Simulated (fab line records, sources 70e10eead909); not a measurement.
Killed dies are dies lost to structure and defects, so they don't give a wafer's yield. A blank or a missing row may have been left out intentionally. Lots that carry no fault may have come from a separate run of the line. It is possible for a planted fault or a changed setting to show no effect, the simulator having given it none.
Which of the tools did it? -- flow nand harc -- 42 wafers from 14 lots sampled at 5 of the route's 1302 steps

WHAT THE GAUGES SHOWED, per wafer
NHARC_HYBRID_BOND_OVL_MEAS_05. Usual: overlay x nm 1 nm, standard deviation 32; overlay y nm -1 nm, standard deviation 34.
lot,measured,on,overlay x nm (nm),overlay y nm (nm),flag
L756,day 24 09:46,overlay-01,12 -16 -72,-10 -38 -24,
L755,day 24 14:07,overlay-02,9 35 16,-5 4 -7,
L757,day 24 14:08,overlay-02,2 44 -14,46 9 39,
L758,day 24 14:07,overlay-01,28 -30 -7,-14 0 -56,
L759,day 25 20:46,overlay-01,-12 -5,-2 6,
L760,day 26 20:26,overlay-01,53,-54,
L767,day 28 17:25,overlay-01,-23 33 -23,-48 -12 -45,
L770,day 30 01:05,overlay-02,-53 -26 91,49 -70 71,
L771,day 30 01:05,overlay-01,45 -18 -56,12 -5 28,
L769,day 30 10:26,overlay-01,-23 53 -11,24 -24 -8,
L775,day 31 20:16,overlay-02,-54 8 20,-4 -34 -9,
L774,day 31 20:17,overlay-01,10 -55 -44,-14 -10 29,
L777,day 32 09:47,overlay-02,-10 47 17,18 55 1,
L776,day 32 09:47,overlay-02,7 21 20,29 4 -54,

NHARC_END_SORT_01. Usual: defect limited yield is 91.0 % with standard deviation 2.8, killed at array is 56 with standard deviation 19, killed at other is 0.6 with standard deviation 1, killed at periphery is 3.9 with standard deviation 2.7, killed dies is 61 with standard deviation 19, killed open is 3.3 with standard deviation 1.9, and killed short is 2.4 with standard deviation 1.7.
lot,measured,on,defect limited yield (%),killed at array,killed at other,killed at periphery,killed dies,killed open,killed short,flag
L759,day 26 15:25,prober-02,88.3 0 89.5,72 669 63,0 1 2,7 7 6,79 677 71,2 9 9,3 1 5,OFF
L760,day 27 21:47,prober-02,0 90.5 0,676 62 677,0 0 0,1 2 0,677 64 677,2 4 2,4 3 4,OFF

WHAT TOOL EACH LOT RAN ON (gives the tool, then ch and the chambers of the sampled wafers, and finally the start)
lot,NHARC_A_BONDPAD_ECD_18,NHARC_A_BONDPAD_ANNEAL_28,NHARC_THIN_TSV_DEP_43
L756,"ecd cu-01 ch 0,1, day 23 22:35","rtp anneal-02 ch 0, day 23 22:58","pecvd-01 ch 0,1, day 24 11:49"
L755,"ecd cu-01 ch 0,1, day 24 03:40","rtp anneal-02 ch 0, day 24 04:00","pecvd-01 ch 0,2, day 24 16:03"
L757,"ecd cu-01 ch 0,1, day 24 04:16","rtp anneal-02 ch 0, day 24 04:43","pecvd-04 ch 0,1,2, day 24 18:28"
L758,"ecd cu-01 ch 0,1, day 24 06:19","rtp anneal-02 ch 0, day 24 06:41","pecvd-04 ch 0,1,2, day 24 17:13"
L759,"ecd cu-01 ch 0,1, day 25 10:02","rtp anneal-01 ch 0, day 25 10:28","pecvd-01 ch 1, day 25 22:45"
L760,"ecd cu-01 ch 0,1, day 26 06:49","rtp anneal-01 ch 0, day 26 07:12","pecvd-02 ch 2, day 26 23:35"
L767,"ecd cu-02 ch 0,1, day 28 06:42","rtp anneal-01 ch 0, day 28 07:05","pecvd-02 ch 0,1,2, day 28 19:19"
L770,"ecd cu-02 ch 0,1, day 29 13:57","rtp anneal-01 ch 0, day 29 14:23","pecvd-01 ch 0,2, day 30 03:02"
L771,"ecd cu-02 ch 0,1, day 29 15:17","rtp anneal-01 ch 0, day 29 15:40","pecvd-02 ch 0,1, day 30 04:11"
L769,"ecd cu-02 ch 0,1, day 29 23:41","rtp anneal-02 ch 0, day 30 00:06","pecvd-04 ch 0,1, day 30 12:26"
L775,"ecd cu-02 ch 0,1, day 31 09:13","rtp anneal-01 ch 0, day 31 09:36","pecvd-04 ch 0,2, day 32 01:47"
L774,"ecd cu-02 ch 0,1, day 31 10:31","rtp anneal-02 ch 0, day 31 10:53","pecvd-01 ch 0,1,2, day 32 02:56"
L777,"ecd cu-01 ch 0,1, day 31 16:29","rtp anneal-02 ch 0, day 31 16:52","pecvd-02 ch 0,2, day 32 11:41"
L776,"ecd cu-01 ch 0,1, day 31 23:16","rtp anneal-02 ch 0, day 31 23:35","pecvd-01 ch 0,1,2, day 32 12:57"
- NHARC_A_BONDPAD_ECD_18: material Cu, target thk 400 nm.
- NHARC_A_BONDPAD_ANNEAL_28: time 90 s.
- NHARC_THIN_TSV_DEP_43: deposits SiO2, target thk 1328.5 nm.

WHAT THE TOOLS THEMSELVES READ (means of the sampled wafers that have a number; where no wafer has one, the mark that the record gives instead)
NHARC_A_BONDPAD_ANNEAL_28. Usual: wafer_temp_C_max 226.0, standard deviation 0.33.
lot,tool,wafer_temp_C_max,flag
L756,rtp anneal-02,225.7,
L755,rtp anneal-02,225.8,
L757,rtp anneal-02,226.0,
L758,rtp anneal-02,225.7,
L759,rtp anneal-01,226.2,
L760,rtp anneal-01,226.0,
L767,rtp anneal-01,226.3,
L770,rtp anneal-01,226.1,
L771,rtp anneal-01,226.3,
L769,rtp anneal-02,225.6,
L775,rtp anneal-01,226.2,
L774,rtp anneal-02,225.7,
L777,rtp anneal-02,225.9,
L776,rtp anneal-02,225.8,

NHARC_THIN_TSV_DEP_43. Usual: showerhead vpp V 1832 V, standard deviation 62; throttle valve pct 16.2 %, standard deviation 0.52.
lot,tool,showerhead vpp V (V),throttle valve pct (%),flag
L756,pecvd-01,1905,16.1,
L755,pecvd-01,1862,16.3,
L757,pecvd-04,1841,16.1,
L758,pecvd-04,1844,16.3,
L759,pecvd-01,1828,15.9,
L760,pecvd-02,1804,16.5,
L767,pecvd-02,1784,16.2,
L770,pecvd-01,1867,16.1,
L771,pecvd-02,1796,16.1,
L769,pecvd-04,1831,16.6,
L775,pecvd-04,1853,16.4,
L774,pecvd-01,1840,16.2,
L777,pecvd-02,1827,16.8,
L776,pecvd-01,1839,16.1,

THE ANSWER, worked out from the rows above alone
Rule: a lot counts as off when the mean over its wafers that have a number is more than 3 standard deviations away from the usual mean. Also off: a lot with no number at a reading for which 4 or more lots have one. Any other lot the step has rows for is counted as sound. Order of review: gauges by route order, followed by the tools' own readings, for which a lot's mean as printed above is used. The first step at which some lot is off is used, and at that step the reading that is off furthest; a lot without a number counts as furthest.
Off: L759, L760, at NHARC_END_SORT_01 (killed at array). Neither off nor sound, because the step has no rows for them: L756, L755, L757, L758, L767, L770, L771, L769, L775, L774, L777, L776.
If a tool, at a process step before that reading, ran all the lots that are off and no sound lot after the first of them, it fits. Gauges at NHARC_END_SORT_01: tried the same way as those tools. Can't be told from this: 3 tools fit, ecd cu-01 at NHARC_A_BONDPAD_ECD_18, rtp anneal-01 at NHARC_A_BONDPAD_ANNEAL_28, prober-02 at NHARC_END_SORT_01.

WHAT THE SIMULATOR HAD INSERTED
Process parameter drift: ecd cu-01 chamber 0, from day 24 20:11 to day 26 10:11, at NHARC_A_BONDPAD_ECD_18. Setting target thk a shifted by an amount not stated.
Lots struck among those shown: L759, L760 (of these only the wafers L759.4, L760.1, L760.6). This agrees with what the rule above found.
